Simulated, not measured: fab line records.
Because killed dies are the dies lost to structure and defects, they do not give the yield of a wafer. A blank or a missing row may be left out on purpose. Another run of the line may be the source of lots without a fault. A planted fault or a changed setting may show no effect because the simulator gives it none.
Matching of chambers | flow n5-finfet | N5_BEOL_M0_SAQP_MANDREL_ETCH_103 on rie-si-04: 4 sister chambers
The step etches a-Si in HBr/Cl2, stops on SiCN, target depth 45 nm, bt time 10 s, time 27 s. 20 wafers are shown with their chamber, then 10 later ones without.

## WAFERS, EACH WITH ITS CHAMBER
wafer  | chamber | throttle-valve-pct (%) | drypump-motor-current-A (A) | oes-product-au (a.u.)
L074.1 | 3       | 35.4                   | 5.4                         | 0.673
L074.4 | 1       | 36.0                   | 5.7                         | 0.679
L074.6 | 1       | 36.0                   | 5.7                         | 0.681
L080.1 | 1       | 36.0                   | 5.7                         | 0.675
L080.2 | 3       | 35.4                   | 5.4                         | 0.670
L080.4 | 0       | 36.0                   | 6.0                         | 0.705
L081.3 | 1       | 36.0                   | 5.6                         | 0.670
L081.5 | 1       | 36.0                   | 5.7                         | 0.673
L081.6 | 2       | 35.0                   | 5.8                         | 0.680
L083.1 | 1       | 36.0                   | 5.7                         | 0.676
L083.4 | 2       | 35.0                   | 5.8                         | 0.680
L083.6 | 3       | 35.3                   | 5.4                         | 0.686
L084.1 | 2       | 35.0                   | 5.8                         | 0.655
L084.3 | 3       | 35.4                   | 5.4                         | 0.676
L084.4 | 1       | 36.0                   | 5.7                         | 0.667
L085.2 | 3       | 35.4                   | 5.4                         | 0.669
L085.4 | 2       | 35.0                   | 5.8                         | 0.670
L085.5 | 2       | 35.0                   | 5.8                         | 0.684
L086.1 | 1       | 36.0                   | 5.7                         | 0.661
L086.2 | 2       | 35.0                   | 5.8                         | 0.662

SIGNATURES (means of the wafers above)
reading                 | chamber 0 | chamber 1 | chamber 2 | chamber 3 | scatter within a chamber
throttle-valve-pct      | 36.000    | 36.000    | 35.000    | 35.380    | 0.0224
drypump-motor-current-A | 6.000     | 5.688     | 5.800     | 5.400     | 0.0234
oes-product-au          | 0.70500   | 0.67275   | 0.67183   | 0.67480   | 0.00849
Rule: distance of a wafer from a chamber = root of the sum over the readings of ((wafer's reading minus chamber's mean) / reading's scatter) squared. If the next closest chamber is less than 2 further off than the closest, the wafer can't be placed; otherwise it belongs to the closest. The scatter: take each reading less its chamber's mean, square it, sum over the shown wafers, divide by the number of wafers less the number of chambers, and take the root.

## WAFERS WITH NO CHAMBER GIVEN
wafer  | throttle-valve-pct (%) | drypump-motor-current-A (A) | oes-product-au (a.u.)
L086.3 | 35.4                   | 5.4                         | 0.669
L087.2 | 36.0                   | 5.7                         | 0.675
L087.4 | 35.0                   | 5.8                         | 0.671
L087.6 | 36.0                   | 5.7                         | 0.667
L090.1 | 36.0                   | 5.7                         | 0.673
L090.2 | 35.4                   | 5.4                         | 0.665
L090.4 | 36.0                   | 5.9                         | 0.713
L095.1 | 35.0                   | 5.8                         | 0.667
L095.2 | 36.0                   | 5.7                         | 0.672
L095.3 | 36.0                   | 5.9                         | 0.689

## THE CHAMBER EACH PASSED THROUGH
wafer  | from the rows above | in truth
L086.3 | 3                   | 3
L087.2 | 1                   | 1
L087.4 | 2                   | 2
L087.6 | 1                   | 1
L090.1 | 1                   | 1
L090.2 | 3                   | 3
L090.4 | 0                   | 0
L095.1 | 2                   | 2
L095.2 | 1                   | 1
L095.3 | 0                   | 0
Correctly placed: 10 of 10. Not placeable from these rows: 0. Number placed wrongly: 0.
